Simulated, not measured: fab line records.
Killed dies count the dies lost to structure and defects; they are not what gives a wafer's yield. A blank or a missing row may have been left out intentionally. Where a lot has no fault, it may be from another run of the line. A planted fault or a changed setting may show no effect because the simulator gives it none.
fab line records + flow n5Finfet
record
- lots=9
- wafers=26
- lastDay=18
route steps=1938 shown BEOL_M0@743 BEOL_M1@753 BEOL_M4@1111 PASSIVATION@1936
lots untouched by any fault: they come from a run of this same line in which no faults occurred
startH: the number of hours between the record's first day and the start of the first shown wafer of the lot + waitH: how many hours have passed since the lot's step before this one + " unchanged from the row above + L1.1+2: several wafers, shown together as one row + - value missing, or start not given + * or withheld: withheld + < > ~ a bound
route shown NAME@n: a module of which the file shows steps, and the number in the route of the first + usual: average and standard deviation across the fault-free wafers + same: alike in all rows + chamber/n: place in a boat + sites: readings site by site + _std_site: their standard deviation + _edge_site: mean of outer sites minus mean of inner sites + radiusMm: how far each site lies from the wafer's centre + mask NAME#n: copy n + behind: the most recent tool/chamber to have shaped the wafer + hold: why the lot was held/for how many hours/how that ended + device: the transistor (n, p or np) that didn't switch + end of line: tests run on the same wafers once the route is complete + step lacking rows: just its recipe + killed: dies lost to structure and defects at the first sort, not the wafer's yield + map: a wafer's dies, marking killed ones x, the rest . and places with no die _
set.NAME: the run value of the setting; set.NAME@STEP: its run value at that earlier step + model.NAME: the simulator's own value behind a step, which no gauge read
steps of the route over a sample of lots; a table a step, a row a wafer
services: from which hour (startH, from the record's first day; less than 0 if before it) a tool's chamber was out of use, for how many hours, and why
## steps
# step N5_BEOL_M0_CMP_120
# recipe
- stopOn=SiOC
- tOverpolishS=6.9
- downForcePsi=1
- platenRpm=50
- clearingPlatenDownForcePsi=1.5
- clearingPlatenRpm=50
- postCmpClean=cuAlkaline
- clearingPlatenPadVelocityMS=0.99484
- padVelocityMS=0.99484
# usual
- barrierFieldEndpointS=3.70/0.19
- motorCurrentA=6.1/0.66
- overpolishRunS=6.899/0.0093
- platenRpm=50.003/0.03
- timeToEndpointS=62/5.3
| lot.wafer | tool   | chamber | startH | waitH | barrierFieldEndpointS | motorCurrentA | overpolishRunS | platenRpm | timeToEndpointS |
|-----------|--------|---------|--------|-------|-----------------------|---------------|----------------|-----------|-----------------|
| L901.1    | cmp-03 | 0       | 132.31 | 0.3   | 3.80                  | 5.3           | 6.901          | 49.988    | 60              |
| L901.2    | "      | 2       | "      | "     | 3.76                  | 6.0           | 6.895          | 49.974    | 63              |
| L901.6    | "      | 1       | "      | "     | 3.58                  | 5.4           | 6.895          | 49.992    | 55              |
| L904.1    | cmp-01 | 2       | 156.42 | 0.3   | 3.63                  | 6.6           | 6.916          | 50.020    | 67              |
| L904.6    | "      | 1       | "      | "     | 3.62                  | 6.3           | 6.903          | 49.965    | 59              |
| L909.4    | cmp-03 | 3       | 183.25 | 0.2   | 3.67                  | 7.0           | 6.897          | 50.021    | 69              |
| L909.5    | "      | 1       | "      | "     | 3.46                  | 5.2           | 6.897          | 50.028    | 56              |
| L909.6    | "      | 2       | "      | "     | 3.93                  | 6.2           | 6.889          | 50.014    | 66              |
| L910.4    | cmp-01 | 0       | 189.13 | 0.1   | 3.95                  | 6.6           | 6.905          | 50.025    | 66              |
| L910.3    | "      | 3       | "      | "     | 3.52                  | 5.1           | 6.902          | 49.963    | 55              |
| L910.5    | "      | 1       | "      | "     | 3.69                  | 6.4           | 6.899          | 50.011    | 58              |
| L911.1    | cmp-03 | 1       | 191.55 | 0.3   | 3.24                  | 5.5           | 6.908          | 49.994    | 51              |
| L911.3    | "      | 2       | "      | "     | 3.63                  | 5.9           | 6.907          | 50.020    | 60              |
| L911.5    | "      | 1       | "      | "     | 3.40                  | 5.5           | 6.909          | 49.976    | 51              |
| L912.3    | cmp-03 | 3       | 193.90 | 0.2   | 3.67                  | 7.0           | 6.890          | 50.001    | 63              |
| L912.4    | "      | 1       | "      | "     | 3.55                  | 5.5           | 6.897          | 50.021    | 53              |
| L912.6    | "      | 2       | "      | "     | 3.80                  | 6.2           | 6.910          | 49.971    | 65              |
| L919.3    | cmp-03 | 0       | 241.66 | 0.2   | 3.68                  | 5.4           | 6.897          | 49.998    | 65              |
| L919.1    | "      | 2       | "      | "     | 3.71                  | 5.9           | 6.914          | 49.995    | 65              |
| L919.5    | "      | 0       | "      | "     | 3.71                  | 5.1           | 6.908          | 49.993    | 65              |
| L921.3    | cmp-01 | 1       | 253.70 | 0.2   | 3.79                  | 6.5           | 6.907          | 49.934    | 63              |
| L921.6    | "      | 3       | "      | "     | 3.53                  | 5.0           | 6.902          | 49.966    | 58              |
| L921.5    | "      | 0       | "      | "     | 3.81                  | 6.5           | 6.883          | 49.967    | 70              |
| L922.2    | cmp-03 | 1       | 263.71 | 0.2   | 3.53                  | 5.5           | 6.896          | 49.989    | 56              |
| L922.3    | "      | 2       | "      | "     | 3.51                  | 6.0           | 6.887          | 50.000    | 65              |
| L922.5    | "      | 0       | "      | "     | 3.64                  | 5.4           | 6.889          | 49.984    | 63              |
# step N5_BEOL_M1_PECVD_72
# recipe
- material=SiO2
- targetThkA=160
- tempC=400
- precursor=TEOS/O2
- pressureTorr=5.5
- rfW=450
- teosFlowSccm=53.8
- gas=O2
- flowSccm=3000
- timeS=18
# usual
- chamberPressureTorr=5.499/0.012
- heaterPowerW=643/61
- showerheadPlenumPTorr=8.73/0.048
- throttleValvePct=23.3/1.3
| lot.wafer | tool     | chamber | startH | waitH | chamberPressureTorr | heaterPowerW | showerheadPlenumPTorr | throttleValvePct |
|-----------|----------|---------|--------|-------|---------------------|--------------|-----------------------|------------------|
| L901.1    | pecvd-04 | 0       | 133.09 | 0.0   | 5.501               | 675          | 8.66                  | 22.8             |
| L901.2    | "        | 1       | "      | "     | 5.479               | 683          | 8.76                  | 23.7             |
| L901.6    | "        | 1       | "      | "     | 5.476               | 681          | 8.79                  | 23.6             |
| L904.1    | pecvd-02 | 0       | 157.15 | 0.0   | 5.507               | 561          | 8.73                  | 24.2             |
| L904.6    | "        | 0       | "      | "     | 5.499               | 552          | 8.70                  | 24.4             |
| L909.4    | pecvd-02 | 0       | 183.93 | 0.1   | 5.493               | 672          | 8.74                  | 24.2             |
| L909.5    | "        | 1       | "      | "     | 5.461               | 582          | 8.76                  | 24.7             |
| L909.6    | "        | 2       | "      | "     | 5.506               | 721          | 8.78                  | 21.8             |
| L910.3    | pecvd-02 | 1       | 189.90 | 0.0   | 5.481               | 561          | 8.73                  | 24.6             |
| L910.4    | "        | 0       | "      | "     | 5.494               | 616          | 8.74                  | 24.4             |
| L910.5    | "        | 2       | "      | "     | 5.492               | 652          | 8.77                  | 21.8             |
| L911.1    | pecvd-02 | 1       | 192.25 | 0.0   | 5.496               | 526          | 8.74                  | 24.5             |
| L911.3    | "        | 2       | "      | "     | 5.501               | 665          | 8.77                  | 21.8             |
| L911.5    | "        | 0       | "      | "     | 5.521               | 601          | 8.72                  | 24.6             |
| L912.3    | pecvd-02 | 1       | 194.60 | 0.0   | 5.528               | 512          | 8.75                  | 24.8             |
| L912.4    | "        | 2       | "      | "     | 5.502               | 722          | 8.81                  | 21.6             |
| L912.6    | "        | 0       | "      | "     | 5.502               | 595          | 8.74                  | 24.4             |
| L919.1    | pecvd-01 | 0       | 242.39 | 0.0   | 5.522               | 761          | 8.76                  | 21.7             |
| L919.3    | "        | 0       | "      | "     | 5.506               | 738          | 8.77                  | 21.7             |
| L919.5    | "        | 1       | "      | "     | 5.492               | 618          | 8.79                  | 25.0             |
| L921.3    | pecvd-01 | 0       | 254.35 | 0.0   | 5.507               | 690          | 8.75                  | 21.6             |
| L921.5    | "        | 2       | "      | "     | 5.510               | 496          | 8.71                  | 21.9             |
| L921.6    | "        | 1       | "      | "     | 5.501               | 639          | 8.80                  | 24.9             |
| L922.2    | pecvd-04 | 1       | 264.39 | 0.0   | 5.505               | 642          | 8.79                  | 23.9             |
| L922.3    | "        | 2       | "      | "     | 5.517               | 711          | 8.65                  | 19.6             |
| L922.5    | "        | 2       | "      | "     | 5.504               | 700          | 8.66                  | 19.6             |
# step N5_BEOL_M1_OVL_MEAS_12
# recipe
- pointsPerWafer=522
# usual
- M1_OVL=0.1/0.63
| lot.wafer | tool       | chamber | startH | waitH | M1_OVL[nm] |
|-----------|------------|---------|--------|-------|------------|
| L901.1    | overlay-01 | 0       | 134.27 | 0.0   | 1.3        |
| L901.2    | "          | 0       | "      | "     | 1.0        |
| L901.6    | "          | 0       | "      | "     | 0.9        |
| L904.1    | overlay-02 | 0       | 159.90 | 0.0   | 0.8        |
| L904.6    | "          | 0       | "      | "     | 1.0        |
| L909.4    | overlay-01 | 0       | 185.15 | 0.0   | -0.3       |
| L909.5    | "          | 0       | "      | "     | -0.1       |
| L909.6    | "          | 0       | "      | "     | 0.0        |
| L910.3    | overlay-01 | 0       | 190.84 | 0.0   | 0.1        |
| L910.4    | "          | 0       | "      | "     | 1.1        |
| L910.5    | "          | 0       | "      | "     | 0.1        |
| L911.1    | overlay-01 | 0       | 194.08 | 0.0   | 0.4        |
| L911.3    | "          | 0       | "      | "     | -0.4       |
| L911.5    | "          | 0       | "      | "     | 0.2        |
| L912.3    | overlay-02 | 0       | 196.96 | 0.0   | -0.2       |
| L912.4    | "          | 0       | "      | "     | 0.5        |
| L912.6    | "          | 0       | "      | "     | 0.5        |
| L919.1    | overlay-01 | 0       | 247.11 | 0.0   | 0.3        |
| L919.3    | "          | 0       | "      | "     | 0.4        |
| L919.5    | "          | 0       | "      | "     | -0.1       |
| L921.3    | overlay-01 | 0       | 256.45 | 0.0   | 0.0        |
| L921.5    | "          | 0       | "      | "     | 0.0        |
| L921.6    | "          | 0       | "      | "     | 0.8        |
| L922.2    | overlay-01 | 0       | 265.87 | 0.0   | 0.2        |
| L922.3    | "          | 0       | "      | "     | 0.4        |
| L922.5    | "          | 0       | "      | "     | -1.1       |
# step N5_BEOL_M1_INSPECT_13
# recipe
- mode=adi
- inspectInstrument=brightfield
# usual
- rawDefectCount=371/79
| lot.wafer | tool             | chamber | startH | waitH | rawDefectCount |
|-----------|------------------|---------|--------|-------|----------------|
| L901.1    | defectInspect-02 | -       | 134.33 | 0.1   | 455            |
| L901.2    | "                | -       | "      | "     | 332            |
| L901.6    | "                | -       | "      | "     | 474            |
| L904.1    | defectInspect-01 | -       | 159.96 | 0.1   | 386            |
| L904.6    | "                | -       | "      | "     | 305            |
| L909.4    | defectInspect-01 | -       | 185.19 | 0.0   | 400            |
| L909.5    | "                | -       | "      | "     | 301            |
| L909.6    | "                | -       | "      | "     | 382            |
| L910.3    | defectInspect-01 | -       | 190.89 | 0.0   | 1343           |
| L910.4    | "                | -       | "      | "     | 1441           |
| L910.5    | "                | -       | "      | "     | 1318           |
| L911.1    | defectInspect-02 | -       | 194.14 | 0.1   | 1260           |
| L911.3    | "                | -       | "      | "     | 1437           |
| L911.5    | "                | -       | "      | "     | 1288           |
| L912.3    | defectInspect-02 | -       | 197.01 | 0.0   | 1522           |
| L912.4    | "                | -       | "      | "     | 1357           |
| L912.6    | "                | -       | "      | "     | 1248           |
| L919.1    | defectInspect-01 | -       | 247.17 | 0.1   | 533            |
| L919.3    | "                | -       | "      | "     | 470            |
| L919.5    | "                | -       | "      | "     | 428            |
| L921.3    | defectInspect-02 | -       | 256.50 | 0.0   | 333            |
| L921.5    | "                | -       | "      | "     | 410            |
| L921.6    | "                | -       | "      | "     | 460            |
| L922.2    | defectInspect-02 | -       | 265.92 | 0.0   | 525            |
| L922.3    | "                | -       | "      | "     | 383            |
| L922.5    | "                | -       | "      | "     | 338            |
# step N5_BEOL_M1_STRIP_19
# recipe
- chemistry=O2
- powerW=400
- tempC=40
- pressureMtorr=30
- rfFrequencyHz=6e+07
- biasPowerW=0
- overashFraction=0.2
- o2FlowSccm=225
# usual
- drypumpMotorCurrentA=5.76/0.3
- o2FlowSccm=225.0/0.58
- oesProductAu=0.79/0.083
- rfVppV=3.7/0.48
- showerheadPlenumPTorr=2.07/0.068
- throttleValvePct=16.67/0.15
| lot.wafer | tool       | chamber | startH | waitH | drypumpMotorCurrentA | o2FlowSccm | oesProductAu | rfHoursCounterH | rfVppV | showerheadPlenumPTorr | throttleValvePct |
|-----------|------------|---------|--------|-------|----------------------|------------|--------------|-----------------|--------|-----------------------|------------------|
| L901.1    | rieDiel-05 | 0       | 134.76 | 0.1   | 5.52                 | 225.8      | 1.03         | 1               | 3.7    | 2.12                  | 16.68            |
| L901.2    | "          | 2       | "      | "     | 5.33                 | 224.1      | 0.74         | 183             | 3.6    | 2.06                  | 16.60            |
| L901.6    | "          | 2       | "      | "     | 5.33                 | 224.8      | 0.75         | -               | 4.1    | 2.06                  | 16.63            |
| L904.1    | rieDiel-05 | 3       | 160.42 | 0.1   | 5.93                 | 224.8      | 0.82         | 61              | 3.6    | 2.14                  | 16.80            |
| L904.6    | "          | 3       | "      | "     | 5.96                 | 224.3      | 0.83         | -               | 3.9    | 2.14                  | 16.83            |
| L909.4    | rieDiel-06 | 1       | 185.72 | 0.2   | 5.63                 | 224.8      | 0.74         | -               | 3.0    | 2.03                  | 16.80            |
| L909.5    | "          | 3       | "      | "     | 5.85                 | 223.9      | 0.78         | -               | 3.4    | 2.00                  | 16.54            |
| L909.6    | "          | 0       | "      | "     | 5.57                 | 224.7      | 0.86         | -               | 3.2    | 2.05                  | 16.38            |
| L910.3    | rieDiel-05 | 0       | 191.28 | 0.1   | 5.49                 | 224.7      | 0.97         | 16              | 4.4    | 2.12                  | 16.70            |
| L910.4    | "          | 3       | "      | "     | 5.96                 | 225.4      | 0.83         | 70              | 3.7    | 2.13                  | 16.83            |
| L910.5    | "          | 2       | "      | "     | 5.31                 | 225.1      | 0.73         | -               | 4.0    | 2.05                  | 16.63            |
| L911.1    | rieDiel-06 | 0       | 195.00 | 0.1   | 5.54                 | 224.4      | 0.85         | 40              | 3.6    | 2.05                  | 16.38            |
| L911.3    | "          | 1       | "      | "     | 5.64                 | 225.5      | 0.74         | 170             | 3.8    | 2.03                  | 16.81            |
| L911.5    | "          | 3       | "      | "     | 5.87                 | 224.9      | 0.77         | -               | 4.0    | 2.00                  | 16.54            |
| L912.3    | rieDiel-05 | 1       | 198.76 | 0.2   | 5.79                 | 223.9      | 0.73         | 165             | 3.2    | 2.18                  | 16.67            |
| L912.4    | "          | 2       | "      | "     | 5.33                 | 225.8      | 0.73         | 199             | 3.9    | 2.05                  | 16.64            |
| L912.6    | "          | 2       | "      | "     | 5.34                 | 225.2      | 0.73         | -               | 3.6    | 2.05                  | 16.63            |
| L919.1    | rieDiel-05 | 0       | 247.70 | 0.2   | 5.52                 | 225.1      | 0.91         | 36              | 3.4    | 2.11                  | 16.76            |
| L919.3    | "          | 3       | "      | "     | 5.98                 | 225.3      | 0.80         | 87              | 4.2    | 2.13                  | 16.85            |
| L919.5    | "          | 3       | "      | "     | 5.95                 | 225.6      | 0.80         | -               | 3.9    | 2.13                  | 16.87            |
| L921.3    | rieDiel-06 | 3       | 257.23 | 0.1   | 5.86                 | 225.2      | 0.77         | 158             | 3.7    | 1.99                  | 16.59            |
| L921.5    | "          | 2       | "      | "     | 5.38                 | 224.0      | 0.94         | -               | 4.7    | 2.26                  | 16.63            |
| L921.6    | "          | 3       | "      | "     | 5.87                 | 224.7      | 0.76         | -               | 3.7    | 1.99                  | 16.56            |
| L922.2    | rieDiel-06 | 2       | 266.31 | 0.1   | 5.34                 | 224.8      | 0.92         | 15              | 3.3    | 2.26                  | 16.61            |
| L922.3    | "          | 1       | "      | "     | 5.64                 | 225.3      | 0.73         | 196             | 3.6    | 2.02                  | 16.84            |
| L922.5    | "          | 0       | "      | "     | 5.58                 | 224.3      | 0.83         | -               | 3.5    | 2.04                  | 16.44            |
# step N5_BEOL_M4_RC_MEAS_101
# usual
- DIBL_N=35.8/2.2
- DIBL_P=35.3/2.7
- IOFF_N=0.16/0.043
- IOFF_P=0.21/0.043
- ION_N=676/15
- ION_P=463/9.1
- SS_N=71.4/0.77
- SS_P=73.0/0.79
- VT_N=250/4
- VT_P=-249.8/2.8
| lot.wafer | tool      | chamber | startH | waitH | DIBL_N[mV/V] | DIBL_P[mV/V] | IOFF_N[nA/um] | IOFF_P[nA/um] | ION_N[uA/um] | ION_P[uA/um] | SS_N[mV/dec] | SS_P[mV/dec] | VT_N[mV] | VT_P[mV] |
|-----------|-----------|---------|--------|-------|--------------|--------------|---------------|---------------|--------------|--------------|--------------|--------------|----------|----------|
| L901.1    | prober-02 | 0       | 193.49 | 0.0   | 29.6         | 29.3         | 0.08          | 0.13          | 641          | 453          | 70.4         | 72.0         | 259      | -254.3   |
| L901.2    | "         | 0       | "      | "     | 38.5         | 39.2         | 0.23          | 0.27          | 693          | 474          | 71.8         | 74.0         | 244      | -245.1   |
| L901.6    | "         | 0       | "      | "     | 38.8         | 39.7         | 0.24          | 0.27          | 691          | 465          | 72.6         | 74.1         | 245      | -245.0   |
| L904.1    | prober-02 | 0       | 216.24 | 0.0   | 37.4         | 36.2         | 0.17          | 0.24          | 681          | 474          | 71.5         | 73.3         | 251      | -248.1   |
| L904.6    | "         | 0       | "      | "     | 38.7         | 38.2         | 0.19          | 0.28          | 695          | 475          | 72.6         | 73.8         | 247      | -247.4   |
| L909.4    | prober-02 | 0       | 246.25 | 0.5   | 31.4         | 29.7         | 0.10          | 0.14          | 662          | 460          | 70.6         | 71.3         | 255      | -255.3   |
| L909.5    | "         | 0       | "      | "     | 34.2         | 33.4         | 0.13          | 0.19          | 685          | 473          | 70.9         | 72.5         | 249      | -249.2   |
| L909.6    | "         | 0       | "      | "     | 33.4         | 31.2         | 0.13          | 0.15          | 679          | 461          | 70.2         | 72.0         | 252      | -253.8   |
| L911.1    | prober-01 | 0       | 247.59 | 0.0   | 36.4         | 36.0         | 0.16          | 0.19          | 690          | 464          | 70.8         | 73.7         | 249      | -250.6   |
| L911.3    | "         | 0       | "      | "     | 34.9         | 34.8         | 0.15          | 0.17          | 687          | 463          | 72.2         | 72.9         | 249      | -252.7   |
| L911.5    | "         | 0       | "      | "     | 32.5         | 33.0         | 0.11          | 0.15          | 669          | 458          | 70.2         | 72.3         | 255      | -253.7   |
| L910.3    | prober-01 | 0       | 251.10 | 0.3   | 36.1         | 37.7         | 0.16          | 0.24          | 691          | 475          | 71.5         | 73.4         | 248      | -245.8   |
| L910.4    | "         | 0       | "      | "     | 35.0         | 34.5         | 0.13          | 0.19          | 675          | 465          | 71.2         | 72.5         | 253      | -250.0   |
| L910.5    | "         | 0       | "      | "     | 38.0         | 38.7         | 0.19          | 0.27          | 686          | 470          | 72.1         | 73.5         | 249      | -247.0   |
| L912.3    | prober-01 | 0       | 262.66 | 0.3   | 40.6         | 39.8         | 0.27          | 0.30          | 704          | 478          | 72.7         | 75.1         | 240      | -246.0   |
| L912.4    | "         | 0       | "      | "     | 32.5         | 31.5         | 0.11          | 0.16          | 668          | 460          | 70.4         | 72.3         | 253      | -252.3   |
| L912.6    | "         | 0       | "      | "     | 39.4         | 38.9         | 0.24          | 0.28          | 703          | 475          | 71.9         | 74.9         | 244      | -246.3   |
| L919.1    | prober-01 | 0       | 309.86 | 0.0   | 34.8         | 32.2         | 0.11          | 0.18          | 671          | 458          | 71.5         | 72.6         | 254      | -251.6   |
| L919.3    | "         | 0       | "      | "     | 34.6         | 30.8         | 0.10          | 0.16          | 649          | 457          | 71.3         | 72.3         | 258      | -251.8   |
| L919.5    | "         | 0       | "      | "     | 37.2         | 34.4         | 0.14          | 0.21          | 669          | 468          | 71.7         | 73.1         | 252      | -248.4   |
| L921.3    | prober-01 | 0       | 314.68 | 0.3   | 35.3         | 33.6         | 0.14          | 0.21          | 667          | 466          | 71.1         | 72.9         | 249      | -250.5   |
| L921.5    | "         | 0       | "      | "     | 35.0         | 31.5         | 0.12          | 0.16          | 660          | 459          | 71.0         | 72.0         | 254      | -252.2   |
| L921.6    | "         | 0       | "      | "     | 35.3         | 33.0         | 0.14          | 0.18          | 682          | 466          | 71.3         | 72.1         | 251      | -250.8   |
| L922.2    | prober-02 | 0       | 316.96 | 0.2   | 32.9         | 32.4         | 0.11          | 0.15          | 637          | 436          | 70.9         | 71.5         | 255      | -254.5   |
| L922.3    | "         | 0       | "      | "     | 33.3         | 34.0         | 0.13          | 0.18          | 674          | 458          | 71.1         | 72.9         | 248      | -248.6   |
| L922.5    | "         | 0       | "      | "     | 36.5         | 36.4         | 0.17          | 0.21          | 658          | 450          | 72.3         | 73.1         | 249      | -250.6   |
# step N5_PASSIVATION_PROBE_49
# usual
- defectLimitedYield=91.1/1.4
- killed_at_M0_to_M3=34/11
- killed_at_M4_up=14/5.6
- killedAtContacts=13/5.9
- killedAtFrontEnd=40/11
- killedAtOther=4/3.1
- killedDies=105/16
- killedOpen=68/11
- killedShort=34/8.4
- sort_bin_5_function=5.2/0.86
- sort_bin_6_memory=3.2/0.7
- sort_bin_8_speed=0.1/1.1
- sortNPass=1074/21
- sortYieldPct=91.0/1.8
# same
- grossDies=1180
- killedAtBackSide=0
- sort_bin_4_leakage[%]=0
| lot.wafer | tool      | chamber | startH | waitH | defectLimitedYield[%] | killed_at_M0_to_M3 | killed_at_M4_up | killedAtContacts | killedAtFrontEnd | killedAtOther | killedDies | killedOpen | killedShort | sort_bin_5_function[%] | sort_bin_6_memory[%] | sort_bin_8_speed[%] | sortNPass | sortYieldPct[%] |
|-----------|-----------|---------|--------|-------|-----------------------|--------------------|-----------------|------------------|------------------|---------------|------------|------------|-------------|------------------------|----------------------|---------------------|-----------|-----------------|
| L911.1    | prober-01 | -       | 347.38 | 0.0   | 80.0                  | 173                | 14              | 7                | 33               | 9             | 236        | 55         | 27          | 12.5                   | 4.4                  | 0                   | 944       | 80.0            |
| L911.3    | prober-01 | -       | 347.48 | 0.1   | 77.5                  | 180                | 12              | 6                | 57               | 11            | 266        | 82         | 36          | 12.5                   | 5.8                  | 0                   | 914       | 77.5            |
| L911.5    | prober-01 | -       | 347.58 | 0.2   | 82.2                  | 134                | 11              | 12               | 44               | 9             | 210        | 73         | 34          | 10.6                   | 3.6                  | 0                   | 970       | 82.2            |
| L910.3    | prober-02 | -       | 353.92 | 0.1   | 78.8                  | 188                | 11              | 11               | 36               | 4             | 250        | 64         | 36          | 12.9                   | 4.8                  | 0                   | 930       | 78.8            |
| L910.4    | prober-02 | -       | 353.97 | 0.2   | 81.1                  | 153                | 15              | 8                | 43               | 4             | 223        | 75         | 51          | 10.8                   | 5.3                  | 0                   | 957       | 81.1            |
| L910.5    | prober-02 | -       | 354.02 | 0.2   | 81.7                  | 178                | 8               | 7                | 23               | 0             | 216        | 44         | 27          | 11.2                   | 3.4                  | 0                   | 964       | 81.7            |
| L912.3    | prober-01 | -       | 389.35 | 0.1   | 78.2                  | 177                | 15              | 17               | 47               | 1             | 257        | 73         | 31          | 12.5                   | 5.3                  | 0.1                 | 923       | 78.2            |
| L912.4    | prober-01 | -       | 389.40 | 0.2   | 80.3                  | 177                | 13              | 11               | 28               | 4             | 233        | 60         | 29          | 11.9                   | 4.4                  | 0                   | 947       | 80.3            |
| L912.6    | prober-01 | -       | 389.50 | 0.3   | 85.3                  | 117                | 13              | 4                | 39               | 1             | 174        | 52         | 35          | 9.5                    | 3.0                  | 0                   | 1006      | 85.3            |
# killed by level:class
L911.1 BEOL_M1:unspecified=153 STI_FIN_REVEAL:geometricParticle:open=9 MOL_CONTACT_COAG:geometricParticle:open=7 BEOL_M0_SAQP:geometricParticle:short=6 BEOL_M5:geometricParticle:open=6 BEOL_M2:geometricParticle:open=6 FIN_SAQP:geometricParticle:short=4 GATE_CUT:geometricParticle:open=4
L911.3 BEOL_M1:unspecified=138 BEOL_M3:geometricParticle:open=13 BEOL_M2:geometricParticle:open=11 FIN_SAQP:geometricParticle:short=10 HKMG_FIN:areaEtch=10 DUMMY_GATE:geometricParticle:open=8 STI_FIN_REVEAL:geometricParticle:open=7 BEOL_M0_SAQP:geometricParticle:short=7
L911.5 BEOL_M1:unspecified=88 HKMG_FIN:areaEtch=14 MOL_CONTACT_COAG:geometricParticle:open=12 BEOL_M0_SAQP:geometricParticle:short=10 BEOL_M2:geometricParticle:open=9 BEOL_M0_SAQP:geometricParticle:open=7 BEOL_M1:geometricParticle:open=6 FIN_SAQP:geometricParticle:open=5
L910.3 BEOL_M1:unspecified=150 BEOL_M0_SAQP:geometricParticle:short=14 BEOL_M0_SAQP:geometricParticle:open=10 MOL_CONTACT_COAG:geometricParticle:open=10 GATE_CUT:geometricParticle:short=9 STI_FIN_REVEAL:geometricParticle:open=8 FIN_SAQP:geometricParticle:open=6 BEOL_M2:geometricParticle:open=4
L910.4 BEOL_M1:unspecified=97 BEOL_M0_SAQP:geometricParticle:short=17 BEOL_M0_SAQP:geometricParticle:open=16 FIN_SAQP:geometricParticle:short=12 BEOL_M3:geometricParticle:open=11 GATE_CUT:geometricParticle:short=6 MOL_CONTACT_COAG:geometricParticle:open=6 BEOL_M1:geometricParticle:open=6
L910.5 BEOL_M1:unspecified=145 BEOL_M1:geometricParticle:open=9 FIN_SAQP:geometricParticle:short=6 BEOL_M0_SAQP:geometricParticle:open=6 BEOL_M2:geometricParticle:open=6 GATE_CUT:geometricParticle:short=5 FIN_SAQP:geometricParticle:open=4 MOL_CONTACT_COAG:geometricParticle:short=4
L912.3 BEOL_M1:unspecified=149 MOL_CONTACT_COAG:geometricParticle:open=14 STI_FIN_REVEAL:geometricParticle:open=11 BEOL_M1:geometricParticle:open=9 FIN_SAQP:geometricParticle:short=6 DUMMY_GATE:geometricParticle:open=6 BEOL_M0_SAQP:geometricParticle:open=5 BEOL_M4:geometricParticle:open=5
L912.4 BEOL_M1:unspecified=144 MOL_CONTACT_COAG:geometricParticle:open=11 DUMMY_GATE:geometricParticle:open=8 BEOL_M0_SAQP:geometricParticle:short=8 BEOL_M0_SAQP:geometricParticle:open=7 BEOL_M0:geometricParticle:open=6 FIN_SAQP:geometricParticle:short=5 BEOL_M4:geometricParticle:open=5
L912.6 BEOL_M1:unspecified=86 FIN_SAQP:geometricParticle:short=20 FIN_SAQP:geometricParticle:open=7 BEOL_M1:geometricParticle:open=7 BEOL_M4:geometricParticle:open=7 BEOL_M0_SAQP:geometricParticle:open=6 STI_FIN_REVEAL:geometricParticle:open=5 BEOL_M0_SAQP:geometricParticle:short=5
## services
| tool       | chamber | startH | hours | kind                        |
|------------|---------|--------|-------|-----------------------------|
| pecvd-02   | 2       | 110.89 | 8.5   | repair                      |
| cmp-03     | -       | 117.20 | 3.2   | pm                          |
| pecvd-02   | 0       | 131.36 | 4.5   | repair                      |
| cmp-01     | -       | 144.06 | 8.7   | pm                          |
| pecvd-02   | 2       | 155.76 | 2.1   | scheduledDown               |
| cmp-01     | -       | 158.35 | 4.3   | pm                          |
| rieDiel-06 | 3       | 165.87 | 11.5  | repair                      |
| cmp-01     | -       | 166.41 | 7.5   | pm                          |
| pecvd-04   | 1       | 171.87 | 21.9  | repair                      |
| pecvd-01   | 2       | 180.44 | 14.7  | repair                      |
| rieDiel-06 | 2       | 182.28 | 6.3   | repair                      |
| rieDiel-06 | 2       | 188.79 | -     | clean                       |
| rieDiel-06 | 2       | 188.79 | -     | consumableReplace:focusRing |
| pecvd-01   | -       | 196.23 | 0.5   | repair                      |
| cmp-01     | -       | 196.79 | 4.5   | repair                      |
| cmp-03     | -       | 209.31 | 0.3   | repair                      |
| rieDiel-06 | -       | 216.83 | 4.3   | pm                          |
| cmp-01     | -       | 218.68 | 1.2   | repair                      |
| pecvd-01   | -       | 219.58 | 1.3   | repair                      |
| cmp-01     | -       | 227.42 | 4.0   | pm                          |
| rieDiel-05 | 3       | 228.51 | 2.4   | repair                      |
| rieDiel-06 | 2       | 235.86 | 5.7   | repair                      |
| rieDiel-05 | -       | 249.68 | 4.3   | pm                          |
| cmp-01     | -       | 262.00 | 1.7   | repair                      |
## key
firstSign
- step=N5_BEOL_M1_INSPECT_13
- reading=rawDefectCount
- direction=up
- sigmas=12
- usual=371
- struck=1357
effect
- step=N5_PASSIVATION_PROBE_49
- reading=killed_at_M0_to_M3
- direction=up
- sigmas=12
- usual=34
- struck=164
moreKillsBornAt
- N5_BEOL_M1_PECVD_72@pecvd-02=1150
metAt N5_BEOL_M1_PECVD_72
struckLots L910,L911,L912
baselineLoss
- step=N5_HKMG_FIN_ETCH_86
- wafers=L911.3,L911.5
notActingAt N5_BEOL_M0_CMP_120,N5_BEOL_M1_OVL_MEAS_12,N5_BEOL_M1_STRIP_19
onsetBetween 183.93 189.90
fault
- kind=chamberParticleSource
- tool=pecvd-02
- chamber=-
- onsetH=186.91
- steps=N5_BEOL_M1_PECVD_72
- ratePerVisitCm2=1.4529
- endH=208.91
# baselineLoss: these wafers lose ten dies or more at that step, a loss of the line's own and not of a fault; the sort's usual values leave them out
